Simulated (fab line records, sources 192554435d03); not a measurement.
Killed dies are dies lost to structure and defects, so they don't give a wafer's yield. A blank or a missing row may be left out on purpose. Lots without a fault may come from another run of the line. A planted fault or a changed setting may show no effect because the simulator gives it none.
One fault seen from 2 desks | flow n5_finfet | each desk has only its own numbers; what lay behind them comes last

THE TOOL OWNER'S DESK: rie_diel-04
The tool's own readings at N5_BEOL_M3_VIA_ETCH_34 (etches the open film in C4F6/O2, target depth 69.4 nm, time 65.9 s): means of the sampled wafers that have a number, for each lot that ran on this tool. A lot is out of limits, marked OUT, if its mean lies more than 4 standard deviations from the usual mean; the brackets give that distance.
Columns: A = chamber_pressure_mTorr at N5_BEOL_M3_VIA_ETCH_34, usual 15.000 mTorr; B = drypump_motor_current_A at N5_BEOL_M3_VIA_ETCH_34, usual 5.9 A; C = mfc_ar_sccm at N5_BEOL_M3_VIA_ETCH_34, usual 300.2 sccm; D = oes_product_au at N5_BEOL_M3_VIA_ETCH_34, usual 0.76 a.u.; E = rf_vpp_V at N5_BEOL_M3_VIA_ETCH_34, usual 666 V; F = showerhead_plenum_p_Torr at N5_BEOL_M3_VIA_ETCH_34, usual 2.87 Torr; G = throttle_valve_pct at N5_BEOL_M3_VIA_ETCH_34, usual 30.74 %
lot  | first seen here | A      | B   | C     | D    | E   | F    | G
L942 | day 9 21:26     | 15.004 | 6.4 | 299.7 | 0.73 | 665 | 2.82 | 30.67
L943 | day 9 23:19     | 15.002 | 6.1 | 300.9 | 0.76 | 664 | 2.88 | 30.61
L944 | day 10 14:00    | 14.993 | 6.1 | 300.4 | 0.91 | 662 | 2.88 | 30.71
L947 | day 11 04:52    | 14.994 | 6.3 | 300.6 | 0.86 | 665 | 2.82 | 30.77
This desk's finding: nothing out of limits on any of the 4 lots.

THE METROLOGY DESK
What the gauges read, lot by lot, whatever tool the lot ran on: means of the sampled wafers that have a number. A lot is out of limits, marked OUT, if its mean lies more than 4 standard deviations from the usual mean; the brackets give that distance. Of its 10 readings 7 are shown: those that lie furthest out on some lot.
Columns: A = DIBL_P at N5_BEOL_M4_RC_MEAS_101, usual 36.1 mV/V; B = IOFF_P at N5_BEOL_M4_RC_MEAS_101, usual 0.201 nA/um; C = ION_N at N5_BEOL_M4_RC_MEAS_101, usual 675 uA/um; D = ION_P at N5_BEOL_M4_RC_MEAS_101, usual 462 uA/um; E = SS_N at N5_BEOL_M4_RC_MEAS_101, usual 71.5 mV/dec; F = VT_N at N5_BEOL_M4_RC_MEAS_101, usual 250.0 mV; G = VT_P at N5_BEOL_M4_RC_MEAS_101, usual -251.3 mV
lot  | first seen here | A    | B     | C   | D   | E    | F     | G
L938 | day 9 01:45     | 34.9 | 0.204 | 664 | 460 | 71.7 | 251.6 | -248.9
L942 | day 10 15:41    | 35.3 | 0.195 | 671 | 458 | 71.6 | 251.1 | -250.7
L943 | day 10 18:28    | 35.5 | 0.184 | 666 | 457 | 71.1 | 252.0 | -253.3
L944 | day 11 19:52    | 36.0 | 0.206 | 680 | 467 | 71.2 | 248.0 | -249.6
L947 | day 11 21:38    | 35.4 | 0.217 | 680 | 460 | 71.6 | 246.3 | -251.2
L952 | day 13 01:31    | 35.1 | 0.189 | 674 | 463 | 71.8 | 250.1 | -251.5
L955 | day 14 07:29    | 38.0 | 0.242 | 682 | 471 | 72.2 | 247.0 | -247.3
L956 | day 14 10:37    | 36.0 | 0.164 | 674 | 459 | 71.7 | 250.6 | -255.2
This desk's finding: nothing out of limits on any of the 8 lots.

PUT TOGETHER
The tool owner's desk saw nothing out of limits.
The metrology desk saw nothing out of limits.

WHAT THE SIMULATOR HAD PUT IN
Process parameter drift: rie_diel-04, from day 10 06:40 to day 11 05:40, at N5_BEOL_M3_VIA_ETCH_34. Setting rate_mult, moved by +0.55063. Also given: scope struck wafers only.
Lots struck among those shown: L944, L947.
